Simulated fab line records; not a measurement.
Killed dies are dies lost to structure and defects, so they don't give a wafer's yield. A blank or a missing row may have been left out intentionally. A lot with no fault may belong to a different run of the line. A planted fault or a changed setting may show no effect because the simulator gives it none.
Chamber matching	flow n5-finfet	N5_BEOL_M2_DEP_57 on pecvd-02: 3 sister chambers
The step deposits SiCN from 3MS/NH3, target thk 8 nm, time 14 s. 18 wafers are shown with their chamber, then 9 later ones without.

## WAFERS PAIRED WITH THEIR CHAMBERS
wafer	chamber	showerhead-plenum-p-Torr (Torr)	throttle-valve-pct (%)
L074.2	2	3.688	8.7
L074.5	1	3.647	8.6
L074.6	2	3.667	8.7
L076.1	0	3.664	8.7
L076.2	2	3.673	8.9
L076.5	2	3.679	8.8
L080.1	1	3.646	8.6
L080.3	2	3.669	8.9
L080.4	0	3.664	8.7
L085.1	2	3.668	8.8
L085.3	0	3.661	8.7
L085.6	1	3.651	8.5
L087.1	2	3.665	8.9
L087.4	1	3.640	8.5
L087.5	0	3.657	8.7
L091.1	2	3.670	8.9
L091.5	1	3.643	8.7
L091.6	2	3.669	9.0

SIGNATURES (means of the wafers above)
reading	chamber 0	chamber 1	chamber 2	scatter within a chamber
showerhead-plenum-p-Torr	3.66150	3.64540	3.67200	0.00589
throttle-valve-pct	8.700	8.580	8.844	0.0857
Rule: a wafer lies at a distance from a chamber equal to the root of the sum of squares, over the readings, of (its reading less the chamber's mean, divided by the reading's scatter). The wafer belongs to the nearest chamber; if the next one is less than 2 further off, it can't be placed. How the scatter is found: for the shown wafers, subtract from each reading the mean of its chamber, square and add these, divide the total by (wafers less chambers), then take the root.

## WAFERS MISSING THEIR CHAMBER
wafer	showerhead-plenum-p-Torr (Torr)	throttle-valve-pct (%)
L092.4	3.649	8.6
L092.5	3.660	8.8
L092.6	3.676	8.9
L095.1	3.658	8.6
L095.4	3.652	8.6
L095.5	3.649	8.7
L096.2	3.657	8.9
L096.4	3.645	8.7
L096.6	3.657	8.7

## WHICH CHAMBER EACH WENT THROUGH
wafer	from the rows above	in truth
L092.4	can't be placed: 1 or 0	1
L092.5	can't be placed: 0 or 2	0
L092.6	2	2
L095.1	can't be placed: 0 or 1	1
L095.4	can't be placed: 1 or 0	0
L095.5	can't be placed: 1 or 0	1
L096.2	can't be placed: 0 or 2 or 1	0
L096.4	can't be placed: 1 or 0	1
L096.6	can't be placed: 0 or 1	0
Placed correctly: 1 of 9. These rows do not allow placing 8 (true chamber among the candidates in 8). 0 placed wrongly.
